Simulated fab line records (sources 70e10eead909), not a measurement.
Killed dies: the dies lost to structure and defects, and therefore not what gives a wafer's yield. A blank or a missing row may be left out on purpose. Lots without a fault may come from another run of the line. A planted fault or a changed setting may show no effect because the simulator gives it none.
Tool commonality check | flow nand harc | 39 wafers sampled across 13 lots

## REASON FOR OPENING
Flagged at NHARC_P_ZERO_WELL_CD_MEAS_11: reading cd nm, on 2 of 13 lots. Fault-free wafers read 499.9 nm, with a standard deviation of 2.5.
Rule: a lot is flagged in two cases, either no wafer of it has a number, or all its wafers with numbers fall more than 4 standard deviations from that mean. All remaining lots are regarded as sound.

lot  | measured    | on        | cd nm (nm), wafer by wafer | flag
L119 | day 1 13:16 | cd sem-02 | 498.9 500.0 500.0          |
L120 | day 1 19:18 | cd sem-02 | 501.8 503.6 502.2          |
L121 | day 2 01:14 | cd sem-03 | 496.7 497.8 498.6          |
L122 | day 2 07:07 | cd sem-03 | 506.0 500.8 502.8          |
L126 | day 3 07:07 | cd sem-03 | 502.7 499.8 500.3          |
L128 | day 3 19:25 | cd sem-01 | 498.7 498.4 499.8          |
L129 | day 4 01:07 | cd sem-02 | 497.6 500.3 500.6          |
L131 | day 4 13:19 | cd sem-03 | 498.8 495.8 494.8          |
L132 | day 4 19:21 | cd sem-03 | 502.1 503.4 503.0          |
L133 | day 5 01:43 | cd sem-03 | 502.5 500.5 502.8          |
L139 | day 6 13:15 | cd sem-02 | 531.6 529.7 530.2          | FLAGGED
L140 | day 6 19:14 | cd sem-03 | 527.3 531.8 529.3          | FLAGGED
L142 | day 7 07:22 | cd sem-03 | 500.8 500.7 502.2          |
On average the flagged lots' numbers are 530.0 nm, which is +30.1 nm against the usual, or +12 standard deviations.

## EACH LOT AND THE TOOL IT RAN ON
The record keeps 1 process step preceding the reading, out of 1159 steps on the route. Every cell lists first the tool, next ch and the chambers used by the sampled wafers, and last the start.
lot  | flag    | NHARC_P_ZERO_WELL_PEB_09
L119 |         | litho track-05 ch 0, day 1 13:11
L120 |         | litho track-05 ch 0, day 1 19:13
L121 |         | litho track-05 ch 0, day 2 01:09
L122 |         | litho track-05 ch 0, day 2 07:01
L126 |         | litho track-05 ch 0, day 3 07:01
L128 |         | litho track-07 ch 0, day 3 19:20
L129 |         | litho track-03 ch 0, day 4 01:01
L131 |         | litho track-03 ch 0, day 4 13:14
L132 |         | litho track-05 ch 0, day 4 19:16
L133 |         | litho track-07 ch 0, day 5 01:38
L139 | FLAGGED | litho track-03 ch 0, day 6 13:10
L140 | FLAGGED | litho track-03 ch 0, day 6 19:09
L142 |         | litho track-05 ch 0, day 7 07:17
What is done by these steps:
- NHARC_P_ZERO_WELL_PEB_09: peb time 80 s.
- NHARC_P_ZERO_WELL_CD_MEAS_11: target cd 500 nm.

## FLAGGED OVER TOTAL, TOOL BY TOOL (the gauges that took the reading come last)
step                         | tool           | lots run | flagged | share of the flagged lots | sound lots run after its first flagged lot
NHARC_P_ZERO_WELL_PEB_09     | litho track-03 | 4        | 2       | all                       | 0
NHARC_P_ZERO_WELL_PEB_09     | litho track-05 | 7        | 0       | none                      | -
NHARC_P_ZERO_WELL_PEB_09     | litho track-07 | 2        | 0       | none                      | -
NHARC_P_ZERO_WELL_CD_MEAS_11 | cd sem-01      | 1        | 0       | none                      | -
NHARC_P_ZERO_WELL_CD_MEAS_11 | cd sem-02      | 4        | 1       | some                      | 0
NHARC_P_ZERO_WELL_CD_MEAS_11 | cd sem-03      | 8        | 1       | some                      | 1 (L142)

## WHAT THE TABLE ALLOWS
All flagged lots share 1 row of the table, namely litho track-03 at NHARC_P_ZERO_WELL_PEB_09.
- litho track-03 at NHARC_P_ZERO_WELL_PEB_09 ran 4 lots, 2 of them flagged. A fault beginning between L131 (day 4 13:14), its last sound lot, and L139 (day 6 13:10), its first flagged one, fits the data. Its own readings lie more than 4 standard deviations out on every wafer of the flagged lots: heater power total W, plate temp C.
What remains is a single tool, litho track-03 at NHARC_P_ZERO_WELL_PEB_09.

## WHAT THE SIMULATOR PUT IN
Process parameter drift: litho track-03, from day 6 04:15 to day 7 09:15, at NHARC_P_ZERO_WELL_PEB_09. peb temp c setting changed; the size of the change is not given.
Struck lots among those shown: L139, L140. This agrees with what the rule above found.
